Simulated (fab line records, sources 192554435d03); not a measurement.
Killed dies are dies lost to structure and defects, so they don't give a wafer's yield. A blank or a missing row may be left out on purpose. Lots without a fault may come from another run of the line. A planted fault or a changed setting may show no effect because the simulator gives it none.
One fault seen from 2 desks | flow n5_finfet | each desk has only its own numbers; what lay behind them comes last

THE TOOL OWNER'S DESK: ald_hk-02
The tool's own readings at N5_HKMG_FIN_ALD_74 (deposits La2O3, target thk 0.5 nm, pulse time 6 s, co reactant pulse time 1 s): means of the sampled wafers that have a number, for each lot that ran on this tool. A lot is out of limits, marked OUT, if its mean lies more than 4 standard deviations from the usual mean; the brackets give that distance.
Columns: A = heater_power_w at N5_HKMG_FIN_ALD_74, usual 346 W; B = precursor_pulse_height_rel at N5_HKMG_FIN_ALD_74, usual 0.999
lot  | first seen here | A   | B
L224 | day 3 22:35     | 347 | 1.013
L225 | day 4 05:28     | 353 | 0.993
L228 | day 5 02:10     | 357 | 1.003
L232 | day 6 01:22     | 359 | 0.988
L233 | day 6 14:41     | 353 | 1.014
L236 | day 7 00:33     | 346 | 1.020
This desk's finding: nothing out of limits on any of the 6 lots.

THE METROLOGY DESK
What the gauges read, lot by lot, whatever tool the lot ran on: means of the sampled wafers that have a number. A lot is out of limits, marked OUT, if its mean lies more than 4 standard deviations from the usual mean; the brackets give that distance. Of its 15 readings 7 are shown: the one that was out of limits first, and those that lie furthest out on some lot.
Columns: A = IOFF_P at N5_BEOL_M4_RC_MEAS_101, usual 0.20 nA/um; B = IOFF_P_85C at N5_BEOL_M4_RC_MEAS_101, usual 3.5 nA/um; C = IOFF_P_LIN at N5_BEOL_M4_RC_MEAS_101, usual 0.097 nA/um; D = IOFF_P_LONG at N5_BEOL_M4_RC_MEAS_101, usual 0.000104 nA/um; E = VT_N_LVT at N5_BEOL_M4_RC_MEAS_101, usual 99 mV; F = VT_P at N5_BEOL_M4_RC_MEAS_101, usual -251 mV; G = VT_P_LONG at N5_BEOL_M4_RC_MEAS_101, usual -275.3 mV
lot  | first seen here | A               | B              | C                | D                  | E              | F               | G
L225 | day 8 07:37     | 0.17            | 3.0            | 0.084            | 0.000100           | 103            | -255            | -277.6
L224 | day 8 10:06     | 0.23            | 3.9            | 0.110            | 0.000109           | 97             | -247            | -273.2
L228 | day 9 03:26     | 0.28            | 4.6            | 0.126            | 0.000123           | 99             | -242            | -269.4
L230 | day 9 08:45     | 0.22            | 3.7            | 0.102            | 0.000105           | 99             | -251            | -275.9
L232 | day 10 03:45    | 0.25            | 4.2            | 0.117            | 0.000110           | 99             | -248            | -274.5
L233 | day 10 15:08    | 0.23            | 4.0            | 0.111            | 0.000115           | 97             | -248            | -270.8
L236 | day 10 22:07    | 0.47 (+7.3) OUT | 7.0 (+6.6) OUT | 0.226 (+9.2) OUT | 0.000208 (+12) OUT | 122 (+7.7) OUT | -233 (+5.3) OUT | -257.1 (+6.1) OUT
L237 | day 11 15:01    | 0.19            | 3.4            | 0.092            | 0.000108           | 102            | -251            | -275.5
L245 | day 13 10:17    | 0.19            | 3.3            | 0.091            | 0.000096           | 99             | -253            | -279.6
This desk's finding: out of limits on L236; first on L236, day 10 22:07 (IOFF_P at N5_BEOL_M4_RC_MEAS_101). In limits: L225, L224, L228, L230, L232, L233, L237, L245.

PUT TOGETHER
The metrology desk could have raised an alarm at day 10 22:07, on L236.
The tool owner's desk saw nothing out of limits.
The tool owner's desk has L236 on record, within its limits.
Of the lots named, all ran N5_HKMG_FIN_ALD_74 on ald_hk-02.

WHAT THE SIMULATOR HAD PUT IN
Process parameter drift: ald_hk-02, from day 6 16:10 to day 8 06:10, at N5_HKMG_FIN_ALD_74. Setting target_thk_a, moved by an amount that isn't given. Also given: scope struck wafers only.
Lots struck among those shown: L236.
Hours from the fault's start to each desk's first reading out of limits: the metrology desk, 102.
